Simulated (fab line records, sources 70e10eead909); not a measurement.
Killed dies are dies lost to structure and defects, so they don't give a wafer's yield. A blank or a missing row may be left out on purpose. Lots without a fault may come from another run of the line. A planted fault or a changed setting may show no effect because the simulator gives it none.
Chamber matching | flow nand_harc | NHARC_A_WL_FILL_ETCHBACK_26 on rie_si-05: 4 sister chambers
The step etches the open film in HBr, target depth 52 nm, time 13.3 s. 16 wafers are shown with their chamber, then 8 later ones without.

WAFERS WITH THEIR CHAMBER
wafer  | chamber | drypump_motor_current_A (A) | oes_product_au (a.u.) | throttle_valve_pct (%)
L075.3 | 3       | 5.8                         | 0.988                 | 23.268
L075.5 | 1       | 5.1                         | 1.009                 | 23.281
L075.6 | 0       | 5.0                         | 1.000                 | 23.251
L079.1 | 0       | 5.0                         | 1.013                 | 23.272
L079.2 | 3       | 5.8                         | 0.999                 | 23.265
L079.6 | 0       | 5.0                         | 1.000                 | 23.277
L081.1 | 1       | 5.1                         | 1.010                 | 23.251
L081.4 | 2       | 5.9                         | 0.996                 | 23.283
L081.6 | 2       | 5.9                         | 0.994                 | 23.273
L082.2 | 0       | 5.0                         | 1.011                 | 23.277
L082.5 | 3       | 5.8                         | 0.996                 | 23.276
L082.6 | 0       | 5.0                         | 1.008                 | 23.265
L085.1 | 3       | 5.7                         | 0.998                 | 23.268
L085.4 | 0       | 5.0                         | 1.003                 | 23.255
L085.5 | 3       | 5.8                         | 0.997                 | 23.244
L089.4 | 1       | 5.1                         | 1.007                 | 23.254

SIGNATURES (means of the wafers above)
reading                 | chamber 0 | chamber 1 | chamber 2 | chamber 3 | scatter within a chamber
drypump_motor_current_A | 5.000     | 5.100     | 5.900     | 5.780     | 0.0258
oes_product_au          | 1.00583   | 1.00867   | 0.99500   | 0.99560   | 0.0045
throttle_valve_pct      | 23.26617  | 23.26200  | 23.27800  | 23.26420  | 0.0122
Rule: a wafer's distance from a chamber is the root of the sum, over the readings, of the square of ((its reading less the chamber's mean) divided by the reading's scatter). The wafer belongs to the nearest chamber; if the next one is less than 2 further off, it can't be placed. The scatter: the root of (the sum of the squares of (reading less its chamber's mean) over the shown wafers, divided by (wafers less chambers)).

WAFERS WITHOUT THEIR CHAMBER
wafer  | drypump_motor_current_A (A) | oes_product_au (a.u.) | throttle_valve_pct (%)
L089.5 | 5.0                         | 1.000                 | 23.275
L089.6 | 5.1                         | 1.009                 | 23.274
L090.1 | 5.0                         | 1.021                 | 23.274
L090.4 | 5.9                         | 0.996                 | 23.273
L090.6 | 5.1                         | 0.997                 | 23.265
L096.2 | 5.8                         | 0.984                 | 23.268
L096.3 | 5.8                         | 1.015                 | 23.280
L096.6 | 5.0                         | 1.005                 | 23.265

WHICH CHAMBER EACH WENT THROUGH
wafer  | from the rows above     | in truth
L089.5 | 0                       | 0
L089.6 | 1                       | 1
L090.1 | can't be placed: 0 or 1 | 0
L090.4 | 2                       | 2
L090.6 | can't be placed: 1 or 0 | 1
L096.2 | can't be placed: 3 or 2 | 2
L096.3 | can't be placed: 3 or 2 | 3
L096.6 | 0                       | 0
Placed correctly: 4 of 8. Can't be placed from these rows: 4 (the true chamber is among the candidates in 4). Placed wrongly: 0.
